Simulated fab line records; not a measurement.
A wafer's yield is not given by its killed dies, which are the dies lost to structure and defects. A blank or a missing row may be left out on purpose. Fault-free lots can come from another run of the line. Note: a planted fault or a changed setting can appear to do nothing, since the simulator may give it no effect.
Chamber matching / flow nandHarc / 4 sister chambers for NHARC_A_STAIRCASE_STRIP_476 on rieDiel-01
The step strips in O2, time 20 s. 8 wafers are shown with their chamber, then 9 later ones without.

## WAFERS, EACH WITH ITS CHAMBER
wafer=L081.5; chamber=3; showerheadPlenumPTorr (Torr)=3.65; drypumpMotorCurrentA (A)=5.7
wafer=L080.5; chamber=1; showerheadPlenumPTorr (Torr)=3.63; drypumpMotorCurrentA (A)=5.7
wafer=L083.1; chamber=1; showerheadPlenumPTorr (Torr)=3.62; drypumpMotorCurrentA (A)=5.8
wafer=L083.3; chamber=2; showerheadPlenumPTorr (Torr)=3.29; drypumpMotorCurrentA (A)=6.3
wafer=L083.6; chamber=0; showerheadPlenumPTorr (Torr)=3.66; drypumpMotorCurrentA (A)=5.2
wafer=L084.3; chamber=2; showerheadPlenumPTorr (Torr)=3.29; drypumpMotorCurrentA (A)=6.3
wafer=L084.4; chamber=3; showerheadPlenumPTorr (Torr)=3.65; drypumpMotorCurrentA (A)=5.6
wafer=L084.6; chamber=0; showerheadPlenumPTorr (Torr)=3.66; drypumpMotorCurrentA (A)=5.2

## WAFERS WITH NO CHAMBER GIVEN
wafer=L088.2; showerheadPlenumPTorr (Torr)=3.65; drypumpMotorCurrentA (A)=5.2
wafer=L088.4; showerheadPlenumPTorr (Torr)=3.29; drypumpMotorCurrentA (A)=6.3
wafer=L088.5; showerheadPlenumPTorr (Torr)=3.62; drypumpMotorCurrentA (A)=5.8
wafer=L093.1; showerheadPlenumPTorr (Torr)=3.64; drypumpMotorCurrentA (A)=5.2
wafer=L093.5; showerheadPlenumPTorr (Torr)=3.28; drypumpMotorCurrentA (A)=6.3
wafer=L093.6; showerheadPlenumPTorr (Torr)=3.63; drypumpMotorCurrentA (A)=5.6
wafer=L096.2; showerheadPlenumPTorr (Torr)=3.63; drypumpMotorCurrentA (A)=5.6
wafer=L096.5; showerheadPlenumPTorr (Torr)=3.60; drypumpMotorCurrentA (A)=5.7
wafer=L096.6; showerheadPlenumPTorr (Torr)=3.27; drypumpMotorCurrentA (A)=6.3

## THE CHAMBER EACH PASSED THROUGH
wafer=L088.2; from the rows above=0; in truth=0
wafer=L088.4; from the rows above=2; in truth=2
wafer=L088.5; from the rows above=1; in truth=1
wafer=L093.1; from the rows above=0; in truth=0
wafer=L093.5; from the rows above=2; in truth=2
wafer=L093.6; from the rows above=1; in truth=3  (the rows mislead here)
wafer=L096.2; from the rows above=1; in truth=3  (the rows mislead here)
wafer=L096.5; from the rows above=1; in truth=1
wafer=L096.6; from the rows above=2; in truth=2
7 of 9 placed correctly. Left unplaced by these rows: 0. 2 placed wrongly.
How it was worked out, from the rows above alone: a wafer's distance from a chamber is the root of the sum, over the readings, of the square of ((its reading less the chamber's mean) divided by the reading's scatter). If the next closest chamber is less than 2 further off than the closest, the wafer can't be placed; otherwise it belongs to the closest. The mean given for a chamber averages the wafers shown for that chamber. How the scatter is found: for the shown wafers, subtract from each reading the mean of its chamber, square and add these, divide the total by (wafers less chambers), then take the root.
